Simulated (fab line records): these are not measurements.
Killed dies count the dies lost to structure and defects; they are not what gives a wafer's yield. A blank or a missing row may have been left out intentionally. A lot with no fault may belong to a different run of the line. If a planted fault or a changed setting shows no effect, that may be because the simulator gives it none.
Chamber matching :: flow n5Finfet :: N5_BEOL_M3_PRE_CLEAN_60 on cvdCo-02 has 3 sister chambers
The step time 15 s. 18 wafers are shown with their chamber, then 9 later ones without.

WAFERS PAIRED WITH THEIR CHAMBERS
wafer: L076.1
chamber: 0
heaterPowerW (W): 91

wafer: L076.4
chamber: 1
heaterPowerW (W): 67

wafer: L076.6
chamber: 2
heaterPowerW (W): 99

wafer: L077.1
chamber: 1
heaterPowerW (W): 67

wafer: L077.3
chamber: 2
heaterPowerW (W): 96

wafer: L077.4
chamber: 0
heaterPowerW (W): 88

wafer: L080.1
chamber: 1
heaterPowerW (W): 67

wafer: L080.3
chamber: 2
heaterPowerW (W): 98

wafer: L080.4
chamber: 2
heaterPowerW (W): 98

wafer: L083.2
chamber: 1
heaterPowerW (W): 69

wafer: L083.5
chamber: 0
heaterPowerW (W): 92

wafer: L083.6
chamber: 1
heaterPowerW (W): 69

wafer: L089.1
chamber: 1
heaterPowerW (W): 69

wafer: L089.4
chamber: 0
heaterPowerW (W): 90

wafer: L089.6
chamber: 1
heaterPowerW (W): 69

wafer: L090.1
chamber: 2
heaterPowerW (W): 98

wafer: L090.3
chamber: 1
heaterPowerW (W): 69

wafer: L090.6
chamber: 0
heaterPowerW (W): 91

SIGNATURES (averages over the wafers above)
reading: heaterPowerW
chamber 0: 90.40
chamber 1: 68.25
chamber 2: 97.80
scatter within a chamber: 1.2
Rule: for each reading, subtract the chamber's mean from the wafer's reading, divide by that reading's scatter and square the result; add these up over the readings and take the root, which gives the wafer's distance from the chamber. The wafer belongs to the nearest chamber; if the next one is less than 2 further off, it can't be placed. The scatter: take each reading less its chamber's mean, square it, sum over the shown wafers, divide by the number of wafers less the number of chambers, and take the root.

WAFERS WHOSE CHAMBER IS MISSING
wafer: L092.4
heaterPowerW (W): 68

wafer: L092.5
heaterPowerW (W): 102

wafer: L092.6
heaterPowerW (W): 90

wafer: L093.1
heaterPowerW (W): 99

wafer: L093.2
heaterPowerW (W): 67

wafer: L093.4
heaterPowerW (W): 99

wafer: L094.2
heaterPowerW (W): 102

wafer: L094.5
heaterPowerW (W): 100

wafer: L094.6
heaterPowerW (W): 70

THE CHAMBER EACH PASSED THROUGH
wafer: L092.4
from the rows above: 1
in truth: 1

wafer: L092.5
from the rows above: 2
in truth: 2

wafer: L092.6
from the rows above: 0
in truth: 0

wafer: L093.1
from the rows above: 2
in truth: 2

wafer: L093.2
from the rows above: 1
in truth: 1

wafer: L093.4
from the rows above: 2
in truth: 2

wafer: L094.2
from the rows above: 2
in truth: 2

wafer: L094.5
from the rows above: 2
in truth: 2

wafer: L094.6
from the rows above: 1
in truth: 1
9 of 9 placed correctly. Number that these rows cannot place: 0. Wrongly placed: 0.
